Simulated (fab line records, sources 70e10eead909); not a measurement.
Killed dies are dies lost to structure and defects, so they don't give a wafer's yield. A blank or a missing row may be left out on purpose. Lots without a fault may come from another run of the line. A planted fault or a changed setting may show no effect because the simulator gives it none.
Which tool did it? | flow nand_harc | 13 lots, 39 wafers sampled, at 5 steps of a route of 1159

WHAT THE GAUGES READ, wafer by wafer
NHARC_END_SORT_01. Usual: killed_at_array 28, standard deviation 10; killed_at_other 0.6, standard deviation 1.1; killed_at_periphery 3.6, standard deviation 2.6; killed_dies 32, standard deviation 10; killed_open 3.3, standard deviation 1.8; killed_short 1.9, standard deviation 1.4.
lot  | measured     | on        | killed_at_array | killed_at_other | killed_at_periphery | killed_dies | killed_open | killed_short | flag
L927 | day 21 13:20 | prober-02 | 89 117 69       | 0 2 0           | 6 5 4               | 95 124 73   | 3 5 4       | 3 3 2        | OFF
L929 | day 22 01:18 | prober-01 | 111 120 115     | 1 3 1           | 0 4 2               | 112 127 118 | 2 1 4       | 1 3 2        | OFF

WHICH TOOL RAN EACH LOT (tool, then ch and the chambers of the sampled wafers, then the start)
lot  | NHARC_A_CHANNEL_FILL_D1_PRECLEAN_30 | NHARC_THIN_TSV_ANNEAL_52         | NHARC_THIN_TSV_DEGAS_53      | NHARC_THIN_TSV_ETCH_36
L920 | wet_bench-07 ch 2,4,5, day 10 06:27 | rtp_anneal-02 ch 0, day 18 09:53 | pvd_sputter-01, day 18 11:01 | rie_metal-02 ch 0,1, day 18 12:44
L922 | wet_bench-06 ch 2,4,6, day 10 22:02 | rtp_anneal-01 ch 0, day 19 01:01 | pvd_sputter-03, day 19 01:40 | rie_metal-03 ch 0,1, day 19 03:22
L924 | wet_bench-06 ch 1,2,6, day 11 01:43 | rtp_anneal-01 ch 0, day 19 14:31 | pvd_sputter-03, day 19 15:19 | rie_metal-02 ch 0,1, day 19 17:01
L923 | wet_bench-06 ch 0,6,7, day 11 06:26 | rtp_anneal-01 ch 0, day 19 06:28 | pvd_sputter-01, day 19 07:18 | rie_metal-01 ch 0,1, day 19 08:58
L921 | wet_bench-03 ch 0,5,7, day 11 06:44 | rtp_anneal-02 ch 0, day 19 07:44 | pvd_sputter-02, day 19 08:32 | rie_metal-02 ch 0,1, day 19 10:08
L925 | wet_bench-07 ch 3,6,7, day 11 15:24 | rtp_anneal-01 ch 0, day 19 15:41 | pvd_sputter-03, day 19 16:31 | rie_metal-03 ch 0,1, day 19 18:16
L927 | wet_bench-03 ch 4,6,7, day 12 15:55 | rtp_anneal-02 ch 0, day 21 02:50 | pvd_sputter-01, day 21 03:35 | rie_metal-01 ch 1, day 21 05:10
L926 | wet_bench-06 ch 0,5,6, day 12 15:59 | rtp_anneal-02 ch 0, day 21 13:10 | pvd_sputter-01, day 21 13:58 | rie_metal-03 ch 0,1, day 21 15:40
L929 | wet_bench-03 ch 0,4,6, day 12 21:19 | rtp_anneal-01 ch 0, day 21 14:20 | pvd_sputter-02, day 21 15:08 | rie_metal-02 ch 0,1, day 21 16:42
L938 | wet_bench-06 ch 0,5,6, day 14 21:19 | rtp_anneal-01 ch 0, day 23 16:26 | pvd_sputter-01, day 23 17:09 | rie_metal-03 ch 0,1, day 23 18:51
L941 | wet_bench-06 ch 1,2,7, day 15 08:08 | rtp_anneal-02 ch 0, day 24 00:34 | pvd_sputter-03, day 24 01:25 | rie_metal-02 ch 1, day 24 03:11
L940 | wet_bench-06 ch 1,3,5, day 15 08:11 | rtp_anneal-02 ch 0, day 23 23:21 | pvd_sputter-03, day 24 00:10 | rie_metal-02 ch 1, day 24 01:55
L942 | wet_bench-07 ch 1,4,5, day 16 06:04 | rtp_anneal-02 ch 0, day 24 06:11 | pvd_sputter-02, day 24 06:59 | rie_metal-03 ch 0,1, day 24 08:33
- NHARC_A_CHANNEL_FILL_D1_PRECLEAN_30: cleans in dHF, time 30 s.
- NHARC_THIN_TSV_ANNEAL_52: time 90 s.
- NHARC_THIN_TSV_DEGAS_53: time 60 s.
- NHARC_THIN_TSV_ETCH_36: etches the open film in Cl2/BCl3, target depth 65 nm, time 18.571 s.

WHAT THE TOOLS THEMSELVES READ (means of the sampled wafers that have a number; where no wafer has one, the mark that the record gives instead)
NHARC_THIN_TSV_ANNEAL_52. Usual: anneal_temp_c_max 225.70, standard deviation 0.22; wafer_temp_C_max 225.9, standard deviation 0.37.
lot  | tool          | anneal_temp_c_max | wafer_temp_C_max | flag
L920 | rtp_anneal-02 | 225.58            | 225.5            |
L922 | rtp_anneal-01 | 225.80            | 226.2            |
L924 | rtp_anneal-01 | 225.92            | 226.1            |
L923 | rtp_anneal-01 | 225.69            | 226.2            |
L921 | rtp_anneal-02 | 225.84            | 225.7            |
L925 | rtp_anneal-01 | 226.01            | 226.3            |
L927 | rtp_anneal-02 | 225.44            | 225.6            |
L926 | rtp_anneal-02 | 225.81            | 225.6            |
L929 | rtp_anneal-01 | 225.67            | 226.1            |
L938 | rtp_anneal-01 | 225.73            | 226.1            |
L941 | rtp_anneal-02 | 225.74            | 225.7            |
L940 | rtp_anneal-02 | 225.48            | 225.9            |
L942 | rtp_anneal-02 | 225.77            | 225.7            |

NHARC_THIN_TSV_DEGAS_53. Usual: heater_power_w 479 W, standard deviation 34.
lot  | tool           | heater_power_w (W) | flag
L920 | pvd_sputter-01 | 433                |
L922 | pvd_sputter-03 | 532                |
L924 | pvd_sputter-03 | 505                |
L923 | pvd_sputter-01 | 462                |
L921 | pvd_sputter-02 | 469                |
L925 | pvd_sputter-03 | 507                |
L927 | pvd_sputter-01 | 451                |
L926 | pvd_sputter-01 | 454                |
L929 | pvd_sputter-02 | 462                |
L938 | pvd_sputter-01 | 432                |
L941 | pvd_sputter-03 | 519                |
L940 | pvd_sputter-03 | 514                |
L942 | pvd_sputter-02 | 470                |

NHARC_THIN_TSV_ETCH_36. Usual: drypump_motor_current_A 5.3 A, standard deviation 0.38; oes_product_au 1.002 a.u., standard deviation 0.012.
lot  | tool         | drypump_motor_current_A (A) | oes_product_au (a.u.) | flag
L920 | rie_metal-02 | 5.2                         | 1.016                 |
L922 | rie_metal-03 | 5.3                         | 0.993                 |
L924 | rie_metal-02 | 5.2                         | 1.008                 |
L923 | rie_metal-01 | 5.4                         | 1.006                 |
L921 | rie_metal-02 | 5.2                         | 1.020                 |
L925 | rie_metal-03 | 5.3                         | 0.997                 |
L927 | rie_metal-01 | 5.2                         | 1.012                 |
L926 | rie_metal-03 | 5.3                         | 0.994                 |
L929 | rie_metal-02 | 5.7                         | 1.005                 |
L938 | rie_metal-03 | 5.3                         | 0.986                 |
L941 | rie_metal-02 | 4.8                         | 1.024                 |
L940 | rie_metal-02 | 4.8                         | 1.011                 |
L942 | rie_metal-03 | 5.4                         | 0.985                 |

THE ANSWER, worked out from the rows above alone
Rule: a lot is off if the mean of its wafers that have a number lies more than 3 standard deviations from the usual mean. A lot without any number at a reading at which 4 lots or more have one is off too. The other lots that the step has rows for count as sound. The gauges are gone through in route order, then the tools' own readings, and for those a lot's mean is taken as printed above. The first step at which some lot is off is used, and at that step the reading that is off furthest; a lot without a number counts as furthest.
Off: L927, L929, at NHARC_END_SORT_01 (killed_at_array). Neither off nor sound, because the step has no rows for them: L920, L922, L924, L923, L921, L925, L926, L938, L941, L940, L942.
A tool fits if, at a process step before that reading, it ran every lot that is off, and no sound lot after the first of them. The gauges at NHARC_END_SORT_01 are tried like those tools. One fits: wet_bench-03 at NHARC_A_CHANNEL_FILL_D1_PRECLEAN_30. It ran no sound lot before its first lot that is off in this sample, so the start can't be narrowed down.

WHAT THE SIMULATOR HAD PUT IN
Chamber particle source: wet_bench-03, from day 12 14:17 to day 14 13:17, at NHARC_A_CHANNEL_FILL_D1_PRECLEAN_30. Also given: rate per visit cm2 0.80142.
Lots struck among those shown: L927, L929. The rule above found the same.
